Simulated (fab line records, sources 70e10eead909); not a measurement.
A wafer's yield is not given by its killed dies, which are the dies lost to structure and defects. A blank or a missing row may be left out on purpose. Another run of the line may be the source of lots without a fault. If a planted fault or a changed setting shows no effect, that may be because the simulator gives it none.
Matching of chambers + flow nand harc + NHARC_A_STAIRCASE_DESCUM_168 on rie diel-13: 4 sister chambers
The step chemistry O2, time 3 s. 16 wafers are shown with their chamber, then 8 later ones without.

## EACH WAFER AND ITS CHAMBER
| wafer  | chamber | drypump motor current A (A) | showerhead plenum p Torr (Torr) | oes product au (a.u.) |
|--------|---------|-----------------------------|---------------------------------|-----------------------|
| L075.1 | 1       | 5.65                        | 1.80                            | 1.005                 |
| L075.2 | 3       | 5.43                        | 1.84                            | 1.000                 |
| L075.5 | 2       | 6.17                        | 1.78                            | 1.008                 |
| L077.1 | 0       | 5.72                        | 1.89                            | 1.008                 |
| L077.4 | 1       | 5.63                        | 1.80                            | 0.999                 |
| L077.5 | 3       | 5.42                        | 1.84                            | 0.998                 |
| L079.2 | 2       | 6.19                        | 1.77                            | 0.998                 |
| L079.5 | 2       | 6.18                        | 1.77                            | 1.005                 |
| L079.6 | 3       | 5.43                        | 1.84                            | 0.989                 |
| L083.2 | 2       | 6.20                        | 1.77                            | 1.007                 |
| L083.5 | 2       | 6.17                        | 1.77                            | 0.993                 |
| L083.6 | 1       | 5.65                        | 1.80                            | 0.984                 |
| L084.1 | 3       | 5.45                        | 1.84                            | 0.983                 |
| L084.3 | 1       | 5.63                        | 1.79                            | 0.993                 |
| L084.5 | 0       | 5.73                        | 1.88                            | 0.999                 |
| L091.1 | 0       | 5.73                        | 1.88                            | 0.996                 |

SIGNATURES (means of the wafers above)
| reading                  | chamber 0 | chamber 1 | chamber 2 | chamber 3 | scatter within a chamber |
|--------------------------|-----------|-----------|-----------|-----------|--------------------------|
| drypump motor current A  | 5.7267    | 5.6400    | 6.1820    | 5.4325    | 0.0116                   |
| showerhead plenum p Torr | 1.8833    | 1.7975    | 1.7720    | 1.8400    | 0.0043                   |
| oes product au           | 1.00100   | 0.99525   | 1.00220   | 0.99250   | 0.0075                   |
Rule: for each reading, subtract the chamber's mean from the wafer's reading, divide by that reading's scatter and square the result; add these up over the readings and take the root, which gives the wafer's distance from the chamber. If the next closest chamber is less than 2 further off than the closest, the wafer can't be placed; otherwise it belongs to the closest. The scatter is the square root of a quotient: the sum, over the shown wafers, of each reading's squared deviation from its chamber's mean, divided by wafers minus chambers.

## WAFERS WITH NO CHAMBER GIVEN
| wafer  | drypump motor current A (A) | showerhead plenum p Torr (Torr) | oes product au (a.u.) |
|--------|-----------------------------|---------------------------------|-----------------------|
| L091.3 | 6.19                        | 1.76                            | 0.990                 |
| L091.6 | 6.20                        | 1.76                            | 0.978                 |
| L095.1 | 5.66                        | 1.79                            | 0.978                 |
| L095.4 | 6.20                        | 2.07                            | 1.004                 |
| L095.5 | 5.69                        | 1.87                            | 1.012                 |
| L096.2 | 6.18                        | 2.07                            | 1.012                 |
| L096.3 | 5.44                        | 1.82                            | 0.987                 |
| L096.5 | 6.19                        | 2.07                            | 1.011                 |

## EACH ONE'S CHAMBER
| wafer  | from the rows above | in truth                   |
|--------|---------------------|----------------------------|
| L091.3 | 2                   | 2                          |
| L091.6 | 2                   | 2                          |
| L095.1 | 1                   | 1                          |
| L095.4 | 0                   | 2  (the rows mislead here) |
| L095.5 | 0                   | 0                          |
| L096.2 | 0                   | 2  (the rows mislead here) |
| L096.3 | 3                   | 3                          |
| L096.5 | 0                   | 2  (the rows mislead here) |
Correct placement for 5 of the 8. Can't be placed from these rows: 0. Wrongly placed: 3.
